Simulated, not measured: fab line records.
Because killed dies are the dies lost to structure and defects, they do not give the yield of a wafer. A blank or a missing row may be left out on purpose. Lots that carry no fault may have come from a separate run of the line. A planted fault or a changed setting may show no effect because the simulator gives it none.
Split-lot trial	flow n5_finfet	route with 1938 steps; 7 lots, 21 wafers read

== ON THE SPLIT ==
At N5_ZERO_LAYER_EXPOSE_08 (exposes mask ZERO, defocus 0 nm, target cd 2000 nm), the setting dose_mj was moved away from the recipe's 16.2 on 7 of the 21 wafers read, by -7.4% to -2.5%. For the rest of the wafers, this setting stayed at what the recipe calls for.

== FROM THE SPLIT TO THE READING: what the file shows between them, 3 steps ==
- N5_ZERO_LAYER_PEB_09 (also split here: peb_time_s)
- N5_ZERO_LAYER_DEVELOP_10: develop time 60 s
- N5_ZERO_LAYER_HARDBAKE_23: time 120 s

== THE READING ==
cd_nm (nm) at N5_ZERO_LAYER_CD_MEAS_11, where the cd target is 2000 nm. Fault-free wafers of this fab line usually give 2000.2 nm, standard deviation 1.5 nm.

wafer	tool, chamber at the split	dose_mj as run	against the recipe	cd_nm, nm	against lot-mates on the recipe
L075.1	krf_scanner-02, 0	15.36	-5.2%	1996.1	-10.4
L075.4	krf_scanner-02, 0	16.2	recipe	2006.5	-
L075.5	krf_scanner-02, 0	15.36	-5.2%	1990.5	-16.0
L077.2	krf_scanner-02, 0	16.2	recipe	2001.0	-
L077.3	krf_scanner-02, 0	16.2	recipe	2006.2	-
L077.5	krf_scanner-02, 0	15	-7.4%	1985.5	-18.1
L078.2	krf_scanner-02, 0	16.2	recipe	2001.0	-
L078.4	krf_scanner-02, 0	16.2	recipe	2000.6	-
L078.5	krf_scanner-02, 0	16.2	recipe	2001.1	-
L083.2	krf_scanner-02, 0	16.2	recipe	1995.5	-
L083.4	krf_scanner-02, 0	16.2	recipe	2001.2	-
L083.6	krf_scanner-02, 0	15.5	-4.3%	1993.6	-4.8
L088.1	krf_scanner-01, 0	16.2	recipe	2002.3	-
L088.4	krf_scanner-01, 0	16.2	recipe	1998.7	-
L088.5	krf_scanner-01, 0	15.79	-2.5%	1995.7	-4.8
L090.3	krf_scanner-01, 0	16.2	recipe	1995.0	-
L090.5	krf_scanner-01, 0	16.2	recipe	1999.3	-
L090.6	krf_scanner-01, 0	16.2	recipe	1993.4	-
L092.1	krf_scanner-01, 0	16.2	recipe	2000.4	-
L092.2	krf_scanner-01, 0	15.24	-5.9%	1987.0	-13.4
L092.5	krf_scanner-01, 0	15.24	-5.9%	1990.9	-9.5

THE FIT
A straight line over all 21 wafers: cd_nm changes by +1.74 nm for each +1% of dose_mj; r = +0.81; the points scatter about the line by 3.4 nm.
The same after taking each lot's own level away (the mean of its wafers on the recipe; 21 wafers): +2.17 nm for each +1%; r = +0.92; scatter 2.5 nm.
Per that fit: largest dose_mj move, reading shift of 16 nm.
From 1995.90 to 2006.50 nm: that is the span of the lots' own levels, equal to 7.1 times the standard deviation above.
So the lot-to-lot level changes the slope: the two fits differ.
Check: -15.2 nm against its lot-mates is what the line predicts for one of the wafers moved furthest among these (-7.4%) when that wafer is left out of the fit. Against them it came out at -18.1 nm.

== ADDITIONAL SPLITS CARRIED BY THESE WAFERS ==
Other splits were also applied to these wafers ahead of the reading. Each is held against what the fit with the lots' levels taken away leaves over:
other split on the same wafers	wafers away from the commonest value	r with cd_nm (lot level and that fit taken away)
N5_ZERO_LAYER_PEB_09 peb_time_s	as run: not given for these wafers	-

== THE WHOLE CHAIN: every reading that the file lists as answering this split, in the file's order ==
step	what it does	reading	change (the file's fit)	r (the file's)
N5_ZERO_LAYER_CD_MEAS_11	target cd 2000 nm	cd_nm	+2.14 nm for each +1% of the setting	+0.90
N5_ZERO_LAYER_DESCUM_16	chemistry O2, time 7.9 s	ZERO_LAYER.cd_nm (the simulator's own value, which no gauge read)	+2.18 nm for each +1% of the setting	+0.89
N5_ZERO_LAYER_ETCH_17	etches SiO2 in CF4, target depth 12 nm, time 13.3 s	ZERO_LAYER.cd_nm (the simulator's own value, which no gauge read)	+2.12 nm for each +1% of the setting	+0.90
N5_ZERO_LAYER_ETCH_18	etches Si in HBr/Cl2, target depth 120 nm, time 40 s	ZERO_LAYER.cd_nm (the simulator's own value, which no gauge read)	+2.01 nm for each +1% of the setting, in a fit together with peb_time_s@ZERO_LAYER_PEB_09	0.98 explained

== FILE'S OWN FIT ==
cd_nm changes by +2.14 nm for each +1% of dose_mj, r = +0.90.
